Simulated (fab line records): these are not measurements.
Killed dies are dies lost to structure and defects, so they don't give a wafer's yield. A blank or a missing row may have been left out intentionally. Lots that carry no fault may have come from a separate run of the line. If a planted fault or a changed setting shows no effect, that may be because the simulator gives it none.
Problem report, 8D (eight disciplines) form, completed by code + flow nand_harc + the parts of the form that need people (team, actions taken, sign-off) are left out

1. THE ISSUE
Mean of tube_center_temp_C at NHARC_A_CHANNEL_FILL_D2_CVD_09: 571 C across 6 wafers in 2 lots; on wafers with no fault it is 620 C (standard deviation 0.059). So: -99 or more standard deviations from the usual mean.
The step: deposits poly-Si, target thk 150 nm, time 3000 s.
First observed at day 22 15:26: wafer L260.1, on lpcvd_poly-01. The record holds 36 wafers of 12 lots with a number at this step. The rule behind "out" and "out of limits": a value lying over 4 standard deviations away from the usual mean. The other wafers with a number count as sound.

2. WHAT THIS IS AND IS NOT
| question                    | is                                                                                                                                 | is not                                                                    |
|-----------------------------|------------------------------------------------------------------------------------------------------------------------------------|---------------------------------------------------------------------------|
| which readings at this step | tube_center_temp_C, spike_tc_bottom_C, spike_tc_centre_C, spike_tc_lower_C, spike_tc_top_C, spike_tc_upper_C, zone_power_lower_pct | -                                                                         |
| which lots                  | L260, L261                                                                                                                         | L249, L250, L252, L253, L255, L256, L257, L259, L262, L267                |
| which wafers of those lots  | all that have a number                                                                                                             | -                                                                         |
| read on which tools         | lpcvd_poly-01                                                                                                                      | lpcvd_poly-03, lpcvd_poly-04                                              |
| when                        | from day 22 15:26                                                                                                                  | up to then (24 sound wafers); but 6 sound wafers of L262, L267 came after |

3. THE SUSPECTS, EACH WITH WHAT RULES IT OUT
Counting: a tool stays on the suspect list if, at a process step up to the reading, it processed all lots that are out and no sound lot following the first of them.
- rie_diel-12 at NHARC_A_CHANNEL_HOLE_D2_ETCH_44 (etches the open film in CF4/O2, target depth 140 nm, overetch 14 nm, time 77 s): ruled out as a lasting fault. Following L260 (day 20 12:16), the first lot on it that is out, the sound lots L262 were run on it.
- ald_sin_batch-03 at NHARC_A_CHANNEL_FILL_D2_ALD_03 (deposits SiNx, target thk 6 nm, pulse time 60 s, ald cycles 58): kept. Every lot that is out went through it, starting with L260 (day 22 15:26), and after that it ran no sound lot; the last sound lot it ran before then is L255 (day 19 16:49). NHARC_A_CHANNEL_FILL_D2_ALD_03: start missing for some lots; hours and lot order therefore follow NHARC_A_CHANNEL_FILL_D2_CVD_09.
- lpcvd_poly-01 at NHARC_A_CHANNEL_FILL_D2_CVD_09 (deposits poly-Si, target thk 150 nm, time 3000 s): kept. Every lot that is out went through it, starting with L260 (day 22 15:26), and after that it ran no sound lot; the last sound lot it ran before then is L259 (day 21 09:38). Its own readings are out on those wafers: spike_tc_bottom_C, spike_tc_centre_C, spike_tc_lower_C, spike_tc_top_C, spike_tc_upper_C, tube_center_temp_C, zone_power_lower_pct.
Left after counting: ald_sin_batch-03 at NHARC_A_CHANNEL_FILL_D2_ALD_03, lpcvd_poly-01 at NHARC_A_CHANNEL_FILL_D2_CVD_09.

4. THE CAUSE (what the simulator had put in)
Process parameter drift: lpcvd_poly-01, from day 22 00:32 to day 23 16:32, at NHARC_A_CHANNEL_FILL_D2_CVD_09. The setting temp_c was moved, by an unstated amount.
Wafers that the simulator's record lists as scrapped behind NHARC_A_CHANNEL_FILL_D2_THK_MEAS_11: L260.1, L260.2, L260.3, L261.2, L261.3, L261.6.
Of the 2 suspects that counting leaves, this tool is one.

5. THE EFFECT CHAIN, in route order
Rows list readings where the struck wafers' mean (over those with a number) sits beyond 3 standard deviations from the usual. Only readings for which the record gives a usual standard deviation are gone through. hours: the time from each lot's start at the first step in this table that gives one to its start at this step, as a median over the lots. sigmas: the change in usual standard deviations.
| hours | step                           | reading              | usual   | on struck wafers | change | sigmas      |
|-------|--------------------------------|----------------------|---------|------------------|--------|-------------|
| 0     | NHARC_A_CHANNEL_FILL_D2_CVD_09 | spike_tc_bottom_C    | 643.6 C | 595.3            | -48.3  | -40         |
| 0     | NHARC_A_CHANNEL_FILL_D2_CVD_09 | spike_tc_centre_C    | 620.8 C | 573.9            | -46.9  | -26         |
| 0     | NHARC_A_CHANNEL_FILL_D2_CVD_09 | spike_tc_lower_C     | 620.4 C | 571.5            | -48.9  | -50         |
| 0     | NHARC_A_CHANNEL_FILL_D2_CVD_09 | spike_tc_top_C       | 639.2 C | 592.2            | -47.0  | -16         |
| 0     | NHARC_A_CHANNEL_FILL_D2_CVD_09 | spike_tc_upper_C     | 619.7 C | 570.1            | -49.6  | -45         |
| 0     | NHARC_A_CHANNEL_FILL_D2_CVD_09 | tube_center_temp_C   | 620 C   | 571              | -49    | -99 or more |
| 0     | NHARC_A_CHANNEL_FILL_D2_CVD_09 | zone_power_lower_pct | 8.57 %  | 7.47             | -1.10  | -4.4        |
The process steps in it:
- NHARC_A_CHANNEL_FILL_D2_CVD_09: deposits poly-Si, target thk 150 nm, time 3000 s.

6. HOW IT WOULD HAVE BEEN CAUGHT EARLIER
In this record no reading fell out of limits until day 22 15:26, 15 hours after the fault had begun at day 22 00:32.
